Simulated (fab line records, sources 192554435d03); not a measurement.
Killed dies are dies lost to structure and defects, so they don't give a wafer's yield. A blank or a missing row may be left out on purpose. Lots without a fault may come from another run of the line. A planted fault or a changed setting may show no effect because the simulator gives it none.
Split-lot experiment | flow n5_finfet | 7 lots, 21 wafers read, on a route of 1938 steps

THE SPLIT
At N5_HKMG_FIN_ETCH_55 (etches SOC in N2/H2, target depth 240 nm, time 300 s), the setting bias_w was moved away from the recipe's 150 W on 8 of the 21 wafers read, by -13.7% to +8.1%. The other wafers ran this setting at the recipe's value.

The reading is taken at the split's own step.

THE READING
rf_vpp_V, in V, at N5_HKMG_FIN_ETCH_55 (etches SOC in N2/H2, target depth 240 nm, time 300 s). Fault-free wafers of this fab line usually give 524.5 V, standard deviation 2.8 V.

wafer  | tool, chamber at the split | bias_w as run, W | against the recipe | rf_vpp_V, V | against lot-mates on the recipe
L077.1 | rie_diel-01, 0             | 132.3            | -11.8%             | 484.5       | -39.0
L077.3 | rie_diel-01, 1             | 150              | recipe             | 522.4       | -
L077.5 | rie_diel-01, 0             | 150              | recipe             | 524.7       | -
L078.1 | rie_diel-01, 0             | 162.1            | +8.1%              | 549.6       | +21.7
L078.2 | rie_diel-01, 3             | 150              | recipe             | 527.9       | -
L078.6 | rie_diel-01, 2             | 162.1            | +8.1%              | 554.5       | +26.6
L079.2 | rie_diel-01, 2             | 150              | recipe             | 527.9       | -
L079.3 | rie_diel-01, 1             | 150              | recipe             | 523.0       | -
L079.5 | rie_diel-01, 3             | 150              | recipe             | 526.7       | -
L080.1 | rie_diel-06, 1             | 129.5            | -13.7%             | 476.9       | -46.5
L080.2 | rie_diel-06, 3             | 150              | recipe             | 523.4       | -
L080.6 | rie_diel-06, 3             | 129.5            | -13.7%             | 476.2       | -47.2
L083.3 | rie_diel-03, 1             | 150              | recipe             | 521.1       | -
L083.4 | rie_diel-03, 1             | 150              | recipe             | 522.2       | -
L083.6 | rie_diel-03, 0             | 150              | recipe             | 525.6       | -
L084.2 | rie_diel-03, 0             | 150              | recipe             | 525.8       | -
L084.5 | rie_diel-03, 1             | 138.9            | -7.4%              | 496.0       | -26.9
L084.6 | rie_diel-03, 2             | 150              | recipe             | 520.0       | -
L090.1 | rie_diel-01, 3             | 150              | recipe             | 527.6       | -
L090.5 | rie_diel-01, 3             | 132.9            | -11.4%             | 488.4       | -39.2
L090.6 | rie_diel-01, 2             | 132.9            | -11.4%             | 487.3       | -40.3

THE FIT
A straight line over all 21 wafers: rf_vpp_V changes by +3.42 V for each +1% of bias_w; r = +0.99; the points scatter about the line by 2.5 V.
The same after taking each lot's own level away (the mean of its wafers on the recipe; 21 wafers): +3.35 V for each +1%; r = +1.00; scatter 2 V.
On that fit, the largest move of bias_w shifts the reading by 46 V.
The lots' own levels span 522.90 to 527.90 V, that is 1.8 times the standard deviation above.
So the lot-to-lot level changes the slope little: the two slopes agree.
Check: with one of the wafers moved furthest among these (-13.7%) left out of the fit, the line predicts -46.3 V for it against its lot-mates. It came out at -46.5 V against them.
Tool readings at the split's step, against how far the setting was moved: rf_vpp_V r = +0.99.

OTHER SPLITS ON THESE WAFERS
These wafers also went through other splits before the reading. Each is held against what the fit with the lots' levels taken away leaves over:
other split on the same wafers     | wafers away from the commonest value | r with rf_vpp_V (lot level and that fit taken away)
N5_SD_EPI_N_EXPOSE_06 dose_mj      | 7                                    | -0.18
N5_SD_EPI_N_ETCH_16 target_depth_a | 7                                    | +0.13
N5_SDB_COAT_05 spin_rpm            | 4                                    | +0.00
N5_HKMG_FIN_ETCH_54 source_w       | 5                                    | +0.16

THE FILE'S OWN FIT
rf_vpp_V changes by +3.38 V for each +1% of bias_w, r = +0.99.
